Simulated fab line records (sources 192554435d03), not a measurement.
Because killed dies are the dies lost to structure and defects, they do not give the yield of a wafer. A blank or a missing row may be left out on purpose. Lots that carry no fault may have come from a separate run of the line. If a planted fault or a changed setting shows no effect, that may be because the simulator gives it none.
Split-lot study -- flow n5 finfet -- 39 wafers read from 7 lots, route of 1938 steps

== SPLIT DETAILS ==
At N5_SPACER0_ALD_07 (deposits SiNx, target thk 2 nm), the setting target thk a was moved away from the recipe's 20 angstrom on 12 of the 39 wafers read, by -13.1% to +14.9%. The other wafers ran this setting at the recipe's value.

The split's own step is where the reading is taken.

== THE READING ==
SiNx_of_SPACER0_ALD_07.thk nm (the simulator's own value, which no gauge read), in nm, at N5_SPACER0_ALD_07 (deposits SiNx, target thk 2 nm). The file gives no usual value for it.

wafer,"tool, chamber at the split","target thk a as run, angstrom",against the recipe,"SiNx_of_SPACER0_ALD_07.thk nm, nm",against lot-mates on the recipe
L075.2,"ald sin-01, 0,3,2",20,recipe,2,-
L075.3,"ald sin-01, 0,3,2",20,recipe,2,-
L075.4,"ald sin-01, 0,3,2",20,recipe,2,-
L078.1,"ald sin-04, 0,2,1,3,2,3",20,recipe,2,-
L078.2,"ald sin-04, 0,2,1,3,2,3",20,recipe,2,-
L078.3,"ald sin-04, 0,2,1,3,2,3",20,recipe,2,-
L078.4,"ald sin-04, 0,2,1,3,2,3",20,recipe,2,-
L078.5,"ald sin-04, 0,2,1,3,2,3",20,recipe,2,-
L078.6,"ald sin-04, 0,2,1,3,2,3",20,recipe,2,-
L081.1,"ald sin-04, 1,3,0,1,3,0",20,recipe,2,-
L081.2,"ald sin-04, 1,3,0,1,3,0",20,recipe,2,-
L081.3,"ald sin-04, 1,3,0,1,3,0",20,recipe,2,-
L081.4,"ald sin-04, 1,3,0,1,3,0",20,recipe,2,-
L081.5,"ald sin-04, 1,3,0,1,3,0",20,recipe,2,-
L081.6,"ald sin-04, 1,3,0,1,3,0",20,recipe,2,-
L085.1,"ald sin-01, 3,1,2",20,recipe,2,-
L085.4,"ald sin-01, 3,1,2",20,recipe,2,-
L085.5,"ald sin-01, 3,1,2",20,recipe,2,-
L085.2,"ald sin-01, 2,0,3",22.98,+14.9%,2.4,+0.4
L085.3,"ald sin-01, 2,0,3",22.98,+14.9%,2.4,+0.4
L085.6,"ald sin-01, 2,0,3",22.98,+14.9%,2.4,+0.4
L092.1,"ald sin-01, 1,0,2",17.74,-11.3%,1.8,-0.2
L092.3,"ald sin-01, 1,0,2",17.74,-11.3%,1.8,-0.2
L092.5,"ald sin-01, 1,0,2",17.74,-11.3%,1.8,-0.2
L092.2,"ald sin-01, 2,3,1",20,recipe,2,-
L092.4,"ald sin-01, 2,3,1",20,recipe,2,-
L092.6,"ald sin-01, 2,3,1",20,recipe,2,-
L094.1,"ald sin-04, 3,1,1",17.37,-13.1%,1.8,-0.2
L094.3,"ald sin-04, 3,1,1",17.37,-13.1%,1.8,-0.2
L094.5,"ald sin-04, 3,1,1",17.37,-13.1%,1.8,-0.2
L094.2,"ald sin-04, 0,2,2",20,recipe,2,-
L094.4,"ald sin-04, 0,2,2",20,recipe,2,-
L094.6,"ald sin-04, 0,2,2",20,recipe,2,-
L097.1,"ald sin-01, 1,3,3",20,recipe,2,-
L097.2,"ald sin-01, 1,3,3",20,recipe,2,-
L097.6,"ald sin-01, 1,3,3",20,recipe,2,-
L097.3,"ald sin-01, 2,0,2",17.37,-13.1%,1.8,-0.2
L097.4,"ald sin-01, 2,0,2",17.37,-13.1%,1.8,-0.2
L097.5,"ald sin-01, 2,0,2",17.37,-13.1%,1.8,-0.2
If several chambers appear in one row, that row covers several wafers at once and the file leaves open which wafer was in which chamber.

FIT RESULTS
A straight line over all 39 wafers: SiNx_of_SPACER0_ALD_07.thk nm changes by +0.02 nm for each +1% of target thk a; r = +0.97; the points scatter about the line by 0.034 nm.
The same after taking each lot's own level away (the mean of its wafers on the recipe; 39 wafers): +0.02 nm for each +1%; r = +0.97; scatter 0.034 nm.
That fit puts the effect of the largest move of target thk a on the reading at 0.3 nm.
The lots' own levels span 2.00 to 2.00 nm.
The two slopes are in agreement: the lot-to-lot level therefore moves the slope only a little.
Check: +0.301 nm against its lot-mates is what the line predicts for one of the wafers moved furthest among these (+14.9%) when that wafer is left out of the fit. Against them it came out at +0.4 nm.

== OTHER SPLITS ON THESE WAFERS ==
Other splits were also applied to these wafers ahead of the reading. Each is held against what the fit with the lots' levels taken away leaves over:
other split on the same wafers,wafers away from the commonest value,r with SiNx_of_SPACER0_ALD_07.thk nm (lot level and that fit taken away)
N5_WELL_APT_EPI_41 target thk a,18,+0.06
N5_FIN_SAQP_ALD_61 ald cycles,9,-0.20
N5_FIN_CUT_CUT_ETCH_26 time s,18,+0.27
N5_DUMMY_GATE_ETCH_37 source w,9,-0.06

== FILE'S OWN FIT ==
SiNx_of_SPACER0_ALD_07.thk nm changes by +0.0194 nm for each +1% of target thk a, r = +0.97.
